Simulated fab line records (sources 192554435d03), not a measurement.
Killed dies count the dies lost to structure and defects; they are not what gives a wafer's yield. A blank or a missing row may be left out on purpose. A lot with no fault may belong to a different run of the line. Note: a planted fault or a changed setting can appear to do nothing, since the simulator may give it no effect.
Split-lot trial    flow n5Finfet    on a route of 1938 steps: 7 lots, 39 wafers read

## THE SPLIT
At N5_BEOL_M12_DEP_53 (deposits SiCN from 3MS/NH3, target thk 30 nm, time 10.5 s), the setting timeS was moved away from the recipe's 10.5 s on 12 of the 39 wafers read, by -57.0% to -24.8%. This setting was run at the recipe's value on the other wafers.

The reading is taken at the split's own step.

## THE READING
SiCN_of_BEOL_M12_DEP_53.thkNm (the simulator's own value, which no gauge read), in nm, at N5_BEOL_M12_DEP_53 (deposits SiCN from 3MS/NH3, target thk 30 nm, time 10.5 s). The file does not state a usual value for it. Here, 27 wafers ran the recipe; their average is 30.0 nm with a standard deviation of 0.47 nm.

wafer   tool, chamber at the split  timeS as run, s  against the recipe  SiCN_of_BEOL_M12_DEP_53.thkNm, nm  against lot-mates on the recipe
L078.1  pecvd-01, 2                 10.5             recipe              30.4                               -
L078.2  pecvd-01, 0,1               10.5             recipe              30                                 -
L078.3  pecvd-01, 0,1               10.5             recipe              30                                 -
L078.4  pecvd-01, 2,1,0             10.5             recipe              30.6                               -
L078.5  pecvd-01, 2,1,0             10.5             recipe              30.6                               -
L078.6  pecvd-01, 2,1,0             10.5             recipe              30.6                               -
L082.1  pecvd-02, 2                 10.5             recipe              28.8                               -
L082.2  pecvd-02, 0                 7.895            -24.8%              22.6                               -6.5
L082.3  pecvd-02, 1                 10.5             recipe              28.6                               -
L082.4  pecvd-02, 2                 10.5             recipe              29.8                               -
L082.5  pecvd-02, 1                 7.895            -24.8%              22.2                               -6.9
L082.6  pecvd-02, 0                 7.895            -24.8%              23                                 -6.1
L083.1  pecvd-01, 0                 4.648            -55.7%              13.2                               -16.8
L083.2  pecvd-01, 1                 4.648            -55.7%              13.4                               -16.6
L083.3  pecvd-01, 2                 10.5             recipe              29.8                               -
L083.4  pecvd-01, 2                 4.648            -55.7%              13.8                               -16.2
L083.5  pecvd-01, 1                 10.5             recipe              30.2                               -
L083.6  pecvd-01, 0                 10.5             recipe              30                                 -
L084.1  pecvd-02, 0                 10.5             recipe              30.2                               -
L084.2  pecvd-02, 0                 4.646            -55.8%              13.4                               -16.7
L084.3  pecvd-02, 0                 10.5             recipe              30                                 -
L084.4  pecvd-02, 0                 10.5             recipe              30                                 -
L084.5  pecvd-02, 0                 4.646            -55.8%              13.6                               -16.5
L084.6  pecvd-02, 0                 4.646            -55.8%              13.8                               -16.3
L087.1  pecvd-04, 0                 4.514            -57.0%              13                                 -17.1
L087.2  pecvd-04, 1                 4.514            -57.0%              12.8                               -17.3
L087.3  pecvd-04, 0                 10.5             recipe              30.4                               -
L087.4  pecvd-04, 1                 10.5             recipe              30                                 -
L087.6  pecvd-04, 1                 10.5             recipe              30                                 -
L087.5  pecvd-04, 0                 4.514            -57.0%              13.6                               -16.5
L094.1  pecvd-04, 0                 10.5             recipe              30.4                               -
L094.2  pecvd-04, 2                 10.5             recipe              30                                 -
L094.3  pecvd-04, 1                 10.5             recipe              29.8                               -
L097.1  pecvd-02, 0                 10.5             recipe              30.2                               -
L097.2  pecvd-02, 1,2               10.5             recipe              29.6                               -
L097.3  pecvd-02, 1,2               10.5             recipe              29.6                               -
L097.4  pecvd-02, 1,2               10.5             recipe              30                                 -
L097.6  pecvd-02, 1,2               10.5             recipe              30                                 -
L097.5  pecvd-02, 0                 10.5             recipe              30.6                               -
When a row names more than one chamber, that row covers several wafers, and the file does not tell which wafer ran in which chamber.

THE FIT
A straight line over all 39 wafers: SiCN_of_BEOL_M12_DEP_53.thkNm changes by +0.296 nm for each +1% of timeS; r = +1.00; the points scatter about the line by 0.43 nm.
The same after taking each lot's own level away (the mean of its wafers on the recipe; 39 wafers): +0.296 nm for each +1%; r = +1.00; scatter 0.39 nm.
On that fit, the largest move of timeS shifts the reading by 17 nm.
Across the lots, their own levels run from 29.07 to 30.37 nm, a range of 2.8 times the standard deviation given above.
Consequently the slope shifts little with the lot-to-lot level, the two slopes agreeing.
Check: with one of the wafers moved furthest among these (-57.0%) left out of the fit, the line predicts -16.8 nm for it against its lot-mates. Against them it came out at -17.1 nm.

## FURTHER SPLITS ON THESE WAFERS
These wafers also went through other splits before the reading. Each is held against what the fit with the lots' levels taken away leaves over:
other split on the same wafers        wafers away from the commonest value  r with SiCN_of_BEOL_M12_DEP_53.thkNm (lot level and that fit taken away)
N5_FIN_SAQP_HM_DEP_72 timeS           12                                    -0.18
N5_SD_EPI_P_ETCHBACK_46 targetDepthA  15                                    +0.16
N5_BEOL_M0_SAQP_ILD_DEP_01 timeS      9                                     +0.16
N5_BEOL_M6_VIA_ETCH_34 targetDepthA   18                                    +0.03
N5_BEOL_M9_DESCUM_16 timeS            15                                    -0.24

## THE FILE'S OWN FIT
SiCN_of_BEOL_M12_DEP_53.thkNm changes by +0.295 nm for each +1% of timeS, r = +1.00.
